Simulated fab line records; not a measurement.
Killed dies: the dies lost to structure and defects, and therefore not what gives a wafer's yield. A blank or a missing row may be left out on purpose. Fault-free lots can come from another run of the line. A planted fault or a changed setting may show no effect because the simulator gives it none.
A lot that was struck, set against a sound lot | flow nand_harc | 15 steps out of a route of 1159
Sound: the wafers L169.1, L169.2, L169.5. Struck: wafer L174.1 (left out: L174.2, L174.6 of the same lot, which were not struck); the cause appears at the end.
At each step with rows: each side's tool, then ch and its chambers, then its first start. Under that, the readings that differ: sound wafers | struck wafers | difference of the means | sigmas: that difference in standard deviations of wafers without a fault.
alike: a reading whose means differ by less than 2 such deviations, as well as words and numbers matching on both sides. not compared: withheld readings; readings where some wafer has no value; bounds like >300 that might hide an equal value; numbers whose values overlap and for which the record gives no deviation.
A row with sigmas, a row that says differs or no value, or rows on one side alone: a step with any of these is where the two part. When numbers do not overlap yet have no deviation, they are printed without sigmas and do not part them. A reading missing from all wafers of one side parts the sides only when that side holds two or more wafers.

first, 8 steps without rows for these wafers: NHARC_A_CHANNEL_HOLE_D1_COAT_36 (time 75 s); NHARC_A_CHANNEL_HOLE_D1_COAT_37 (time 65 s); NHARC_A_CHANNEL_HOLE_D1_COAT_04 (resist thk 90 nm); NHARC_A_CHANNEL_HOLE_D1_SOFTBAKE_05 (time 55 s); NHARC_A_CHANNEL_HOLE_D1_EBR_06; NHARC_A_CHANNEL_HOLE_D1_EXPOSE_07 (exposes mask HOLE D1, target cd 100 nm); NHARC_A_CHANNEL_HOLE_D1_PEB_08 (peb time 65 s); NHARC_A_CHANNEL_HOLE_D1_DEVELOP_09 (develop time 35 s).
NHARC_A_CHANNEL_HOLE_D1_CD_MEAS_10: target cd 100 nm.
  sound on cd_sem-01 ch 0, day 10 04:44; struck on cd_sem-01 ch 0, day 11 06:54
  alike: cd_nm
NHARC_A_CHANNEL_HOLE_D1_OVL_MEAS_11:
  struck on overlay-01, day 11 06:59; sound on overlay-01, day 10 04:49
  reading           | sound       | struck | difference | sigmas
  overlay_y_nm (nm) | 0.2 0.3 1.1 | -1.5   | -2.0       | -3
  alike: overlay_x_nm
NHARC_A_CHANNEL_HOLE_D1_INSPECT_12:
  struck on defect_inspect-02, day 11 07:01; sound on defect_inspect-02, day 10 04:52
  alike: raw_defect_count
NHARC_A_CHANNEL_HOLE_D1_DESCUM_15: chemistry O2, time 3 s.
  sound on rie_diel-12 ch 0,3, day 10 04:56; struck on rie_diel-12 ch 1, day 11 07:05
  alike: drypump_motor_current_A, oes_product_au, rf_vpp_V, showerhead_plenum_p_Torr, throttle_valve_pct
  not compared: rf_hours_counter_h
NHARC_A_CHANNEL_HOLE_D1_ETCH_38: etches the open film in CF4, target depth 39 nm, time 65 s.
  sound on rie_diel-12 ch 1,2,3, day 10 05:02; struck on rie_diel-12 ch 3, day 11 07:12
  reading          | sound          | struck | difference | sigmas
  run_length_s (s) | 86.6 86.5 86.9 | 70.0   | -16.7      | -34
  alike: drypump_motor_current_A, oes_product_au, rf_vpp_V, showerhead_plenum_p_Torr, throttle_valve_pct
  not compared: rf_hours_counter_h
NHARC_A_CHANNEL_HOLE_D1_ETCH_39: etches the open film in N2/H2, target depth 260 nm, time 325 s.
  sound on rie_diel-12 ch 1,3; struck on rie_diel-12 ch 0
  reading          | sound             | struck | difference | sigmas
  run_length_s (s) | 346.5 347.3 346.8 | 345.6  | -1.3       | -3
  alike: drypump_motor_current_A, oes_product_au, rf_vpp_V, showerhead_plenum_p_Torr, throttle_valve_pct
  not compared: rf_hours_counter_h
-- the record jumps here: 11 days lie between the struck wafers' starts before and after (it left off in module A_CHANNEL_HOLE_D1 and takes up again in module END, whose first step shown is number 1159 of the route) --
NHARC_END_SORT_01:
  here the record holds rows for the struck wafers (prober-02 ch 0, day 22 14:11) but none for the sound ones

WHERE THEY PART
Last at NHARC_END_SORT_01 as far as this record goes, first at NHARC_A_CHANNEL_HOLE_D1_OVL_MEAS_11.

WHY: what had been put in by the simulator
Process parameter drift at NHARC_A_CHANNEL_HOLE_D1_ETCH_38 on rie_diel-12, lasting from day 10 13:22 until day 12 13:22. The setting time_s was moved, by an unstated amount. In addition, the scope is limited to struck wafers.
